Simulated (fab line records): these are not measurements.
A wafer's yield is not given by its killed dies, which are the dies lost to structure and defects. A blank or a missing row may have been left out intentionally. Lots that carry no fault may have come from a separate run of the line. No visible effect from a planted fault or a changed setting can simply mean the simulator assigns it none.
Struck lot and sound lot, side by side	flow nand_harc	13 steps out of a route of 1302
Sound: these wafers, L707.1, L707.4, L707.5. Struck: wafer L711.1. (L711.3, L711.4 of the same lot were not struck and are left out.) The cause comes at the end.
Each step with rows lists, per side, the tool, then ch with its chambers, then its first start. Under that, the readings that differ: sound wafers	struck wafers	difference of the means	sigmas: that difference in standard deviations of wafers without a fault.
alike: same words and numbers on both sides, and readings whose means sit less than 2 such deviations apart. not compared: any withheld reading, any reading some wafer has no value for, any bound like >300 that may hide the same value, and any number with overlapping values for which the record gives no deviation.
The two part at a step that has a row with sigmas, a row that says differs or no value, or rows on one side only. When numbers do not overlap yet have no deviation, they are printed without sigmas and do not part them. A reading missing from all wafers of one side parts the sides only when that side holds two or more wafers.

first, 9 steps without rows for these wafers: NHARC_A_STAIRCASE_DEHYDRATE_176 (time 120 s); NHARC_A_STAIRCASE_HMDS_177 (time 30 s); NHARC_A_STAIRCASE_COAT_178; NHARC_A_STAIRCASE_SOFTBAKE_179 (time 170 s); NHARC_A_STAIRCASE_EBR_180; NHARC_A_STAIRCASE_EXPOSE_181 (exposes mask STAIR 2); NHARC_A_STAIRCASE_PEB_182 (peb time 130 s); NHARC_A_STAIRCASE_DEVELOP_183 (time 140 s); NHARC_A_STAIRCASE_HARDBAKE_185 (time 140 s).
NHARC_A_STAIRCASE_DESCUM_186: chemistry O2, time 3 s.
  sound on rie_diel-12 ch 0,1,3, day 16 05:23; struck on rie_diel-12 ch 1, day 17 21:05
  alike: chamber_pressure_mTorr, drypump_motor_current_A, o2_flow_sccm, oes_product_au, rf_vpp_V, showerhead_plenum_p_Torr, throttle_valve_pct
  not compared: rf_hours_counter_h
NHARC_A_STAIRCASE_TRIM_187: chemistry O2, time 211.2 s.
  sound on rie_diel-12 ch 0,1,3, day 16 05:31; struck on rie_diel-12 ch 2, day 17 22:17
  alike: chamber_pressure_mTorr, drypump_motor_current_A, o2_flow_sccm, oes_product_au, rf_vpp_V, showerhead_plenum_p_Torr, throttle_valve_pct
  not compared: rf_hours_counter_h
NHARC_A_STAIRCASE_ETCH_188: etches the open film in C4F8/O2, target depth 100 nm, time 40.5 s.
  sound on rie_diel-12 ch 0,1,3, day 16 05:41; struck on rie_diel-12 ch 2, day 17 22:42
reading	sound	struck	difference	sigmas
run_length_s (s)	61.7 62.3 61.7	73.8	+11.9	+40
  alike: chamber_pressure_mTorr, oes_product_au, rf_vpp_V
  not compared: rf_hours_counter_h
NHARC_A_STAIRCASE_TRIM_189: chemistry O2, time 211.2 s.
  sound: rie_diel-12 ch 0,1; struck: rie_diel-12 ch 3
reading	sound	struck	difference	sigmas
rf_vpp_V (V)	57.5 58.6 57.2	59.9	+2.1	+2
  alike: chamber_pressure_mTorr, drypump_motor_current_A, o2_flow_sccm, oes_product_au, showerhead_plenum_p_Torr, throttle_valve_pct
  not compared: rf_hours_counter_h

## WHERE THEY PART
At NHARC_A_STAIRCASE_ETCH_188 first; at NHARC_A_STAIRCASE_TRIM_189 last (within this record only).

WHY: whatever the simulator had introduced
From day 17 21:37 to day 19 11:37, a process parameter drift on rie_diel-12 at NHARC_A_STAIRCASE_ETCH_188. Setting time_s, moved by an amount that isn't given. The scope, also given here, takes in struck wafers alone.
